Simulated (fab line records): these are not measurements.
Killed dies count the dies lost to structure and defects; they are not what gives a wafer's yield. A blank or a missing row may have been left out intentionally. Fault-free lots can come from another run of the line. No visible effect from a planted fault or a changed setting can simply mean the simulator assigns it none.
Lot-split experiment / flow n5_finfet / 7 lots, 39 wafers read, on a route of 1938 steps

SPLIT DETAILS
At N5_DUMMY_GATE_ETCH_32 (etches SiO2 in CF4, target depth 3.5 nm, time 3.9 s), the setting time_s was moved away from the recipe's 3.9 s on 12 of the 39 wafers read, by -22.1% to +19.6%. For the rest of the wafers, this setting stayed at what the recipe calls for.

The split's own step is where the reading is taken.

THE READING
etch.depth_nm (the simulator's own value, which no gauge read), in nm, at N5_DUMMY_GATE_ETCH_32 (etches SiO2 in CF4, target depth 3.5 nm, time 3.9 s). There is no usual value for it anywhere in the file. The 27 wafers here that ran the recipe average 3.471 nm, standard deviation 0.057 nm.

wafer=L074.1; tool, chamber at the split=rie_si-03, 1; time_s as run, s=3.9; against the recipe=recipe; etch.depth_nm, nm=3.511; against lot-mates on the recipe=-
wafer=L074.2; tool, chamber at the split=rie_si-03, 2; time_s as run, s=3.9; against the recipe=recipe; etch.depth_nm, nm=3.368; against lot-mates on the recipe=-
wafer=L074.3; tool, chamber at the split=rie_si-03, 0; time_s as run, s=3.9; against the recipe=recipe; etch.depth_nm, nm=3.519; against lot-mates on the recipe=-
wafer=L074.4; tool, chamber at the split=rie_si-03, 3; time_s as run, s=4.663; against the recipe=+19.6%; etch.depth_nm, nm=4.236; against lot-mates on the recipe=+0.770
wafer=L074.5; tool, chamber at the split=rie_si-03, 0; time_s as run, s=4.663; against the recipe=+19.6%; etch.depth_nm, nm=4.21; against lot-mates on the recipe=+0.744
wafer=L074.6; tool, chamber at the split=rie_si-03, 1; time_s as run, s=4.663; against the recipe=+19.6%; etch.depth_nm, nm=4.191; against lot-mates on the recipe=+0.725
wafer=L082.1; tool, chamber at the split=rie_si-06, 2; time_s as run, s=3.9; against the recipe=recipe; etch.depth_nm, nm=3.393; against lot-mates on the recipe=-
wafer=L082.2; tool, chamber at the split=rie_si-06, 1; time_s as run, s=3.9; against the recipe=recipe; etch.depth_nm, nm=3.476; against lot-mates on the recipe=-
wafer=L082.3; tool, chamber at the split=rie_si-06, 0; time_s as run, s=3.9; against the recipe=recipe; etch.depth_nm, nm=3.338; against lot-mates on the recipe=-
wafer=L082.4; tool, chamber at the split=rie_si-06, 3; time_s as run, s=3.9; against the recipe=recipe; etch.depth_nm, nm=3.445; against lot-mates on the recipe=-
wafer=L082.5; tool, chamber at the split=rie_si-06, 2; time_s as run, s=3.9; against the recipe=recipe; etch.depth_nm, nm=3.428; against lot-mates on the recipe=-
wafer=L082.6; tool, chamber at the split=rie_si-06, 1; time_s as run, s=3.9; against the recipe=recipe; etch.depth_nm, nm=3.446; against lot-mates on the recipe=-
wafer=L085.1; tool, chamber at the split=rie_si-03, 2; time_s as run, s=3.9; against the recipe=recipe; etch.depth_nm, nm=3.38; against lot-mates on the recipe=-
wafer=L085.2; tool, chamber at the split=rie_si-03, 3; time_s as run, s=3.9; against the recipe=recipe; etch.depth_nm, nm=3.516; against lot-mates on the recipe=-
wafer=L085.3; tool, chamber at the split=rie_si-03, 0; time_s as run, s=3.9; against the recipe=recipe; etch.depth_nm, nm=3.517; against lot-mates on the recipe=-
wafer=L085.4; tool, chamber at the split=rie_si-03, 1; time_s as run, s=3.9; against the recipe=recipe; etch.depth_nm, nm=3.559; against lot-mates on the recipe=-
wafer=L085.5; tool, chamber at the split=rie_si-03, 3; time_s as run, s=3.9; against the recipe=recipe; etch.depth_nm, nm=3.498; against lot-mates on the recipe=-
wafer=L085.6; tool, chamber at the split=rie_si-03, 0; time_s as run, s=3.9; against the recipe=recipe; etch.depth_nm, nm=3.51; against lot-mates on the recipe=-
wafer=L087.1; tool, chamber at the split=rie_si-02, 3; time_s as run, s=3.9; against the recipe=recipe; etch.depth_nm, nm=3.487; against lot-mates on the recipe=-
wafer=L087.2; tool, chamber at the split=rie_si-02, 2; time_s as run, s=4.265; against the recipe=+9.4%; etch.depth_nm, nm=3.928; against lot-mates on the recipe=+0.453
wafer=L087.3; tool, chamber at the split=rie_si-02, 0; time_s as run, s=4.265; against the recipe=+9.4%; etch.depth_nm, nm=3.822; against lot-mates on the recipe=+0.347
wafer=L087.4; tool, chamber at the split=rie_si-02, 1; time_s as run, s=4.265; against the recipe=+9.4%; etch.depth_nm, nm=3.852; against lot-mates on the recipe=+0.377
wafer=L087.5; tool, chamber at the split=rie_si-02, 1; time_s as run, s=3.9; against the recipe=recipe; etch.depth_nm, nm=3.468; against lot-mates on the recipe=-
wafer=L087.6; tool, chamber at the split=rie_si-02, 0; time_s as run, s=3.9; against the recipe=recipe; etch.depth_nm, nm=3.471; against lot-mates on the recipe=-
wafer=L092.2; tool, chamber at the split=rie_si-06, 0; time_s as run, s=3.9; against the recipe=recipe; etch.depth_nm, nm=3.416; against lot-mates on the recipe=-
wafer=L092.3; tool, chamber at the split=rie_si-06, 2; time_s as run, s=3.9; against the recipe=recipe; etch.depth_nm, nm=3.444; against lot-mates on the recipe=-
wafer=L092.5; tool, chamber at the split=rie_si-06, 1; time_s as run, s=3.9; against the recipe=recipe; etch.depth_nm, nm=3.469; against lot-mates on the recipe=-
wafer=L094.1; tool, chamber at the split=rie_si-06, 0; time_s as run, s=4.283; against the recipe=+9.8%; etch.depth_nm, nm=3.795; against lot-mates on the recipe=+0.298
wafer=L094.2; tool, chamber at the split=rie_si-06, 3; time_s as run, s=4.283; against the recipe=+9.8%; etch.depth_nm, nm=3.879; against lot-mates on the recipe=+0.382
wafer=L094.3; tool, chamber at the split=rie_si-06, 1; time_s as run, s=3.9; against the recipe=recipe; etch.depth_nm, nm=3.536; against lot-mates on the recipe=-
wafer=L094.4; tool, chamber at the split=rie_si-06, 2; time_s as run, s=3.9; against the recipe=recipe; etch.depth_nm, nm=3.461; against lot-mates on the recipe=-
wafer=L094.5; tool, chamber at the split=rie_si-06, 0; time_s as run, s=4.283; against the recipe=+9.8%; etch.depth_nm, nm=3.8; against lot-mates on the recipe=+0.303
wafer=L094.6; tool, chamber at the split=rie_si-06, 3; time_s as run, s=3.9; against the recipe=recipe; etch.depth_nm, nm=3.494; against lot-mates on the recipe=-
wafer=L096.1; tool, chamber at the split=rie_si-02, 0; time_s as run, s=3.9; against the recipe=recipe; etch.depth_nm, nm=3.49; against lot-mates on the recipe=-
wafer=L096.2; tool, chamber at the split=rie_si-02, 2; time_s as run, s=3.04; against the recipe=-22.1%; etch.depth_nm, nm=2.812; against lot-mates on the recipe=-0.706
wafer=L096.3; tool, chamber at the split=rie_si-02, 1; time_s as run, s=3.04; against the recipe=-22.1%; etch.depth_nm, nm=2.713; against lot-mates on the recipe=-0.805
wafer=L096.4; tool, chamber at the split=rie_si-02, 1; time_s as run, s=3.9; against the recipe=recipe; etch.depth_nm, nm=3.478; against lot-mates on the recipe=-
wafer=L096.5; tool, chamber at the split=rie_si-02, 2; time_s as run, s=3.9; against the recipe=recipe; etch.depth_nm, nm=3.587; against lot-mates on the recipe=-
wafer=L096.6; tool, chamber at the split=rie_si-02, 0; time_s as run, s=3.04; against the recipe=-22.1%; etch.depth_nm, nm=2.693; against lot-mates on the recipe=-0.825

FIT RESULTS
A straight line over all 39 wafers: etch.depth_nm changes by +0.0357 nm for each +1% of time_s; r = +0.98; the points scatter about the line by 0.059 nm.
The same after taking each lot's own level away (the mean of its wafers on the recipe; 39 wafers): +0.0366 nm for each +1%; r = +0.99; scatter 0.049 nm.
On that fit, the largest move of time_s shifts the reading by 0.81 nm.
Across the lots, their own levels run from 3.4210 to 3.5183 nm, a range of 1.7 times the standard deviation given above.
Hence the lot-to-lot level has little effect on the slope; both slopes agree.
Check: -0.826 nm against its lot-mates is what the line predicts for one of the wafers moved furthest among these (-22.1%) when that wafer is left out of the fit. Against them it came out at -0.706 nm.

THE OTHER SPLITS THESE WAFERS WENT THROUGH
Before the reading, these wafers also passed through other splits. Each is held against what the fit with the lots' levels taken away leaves over:
other split on the same wafers=N5_DUMMY_GATE_ETCH_37 source_w; wafers away from the commonest value=12; r with etch.depth_nm (lot level and that fit taken away)=-0.09

FILE'S OWN FIT
etch.depth_nm changes by +0.0367 nm for each +1% of time_s, r = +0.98.
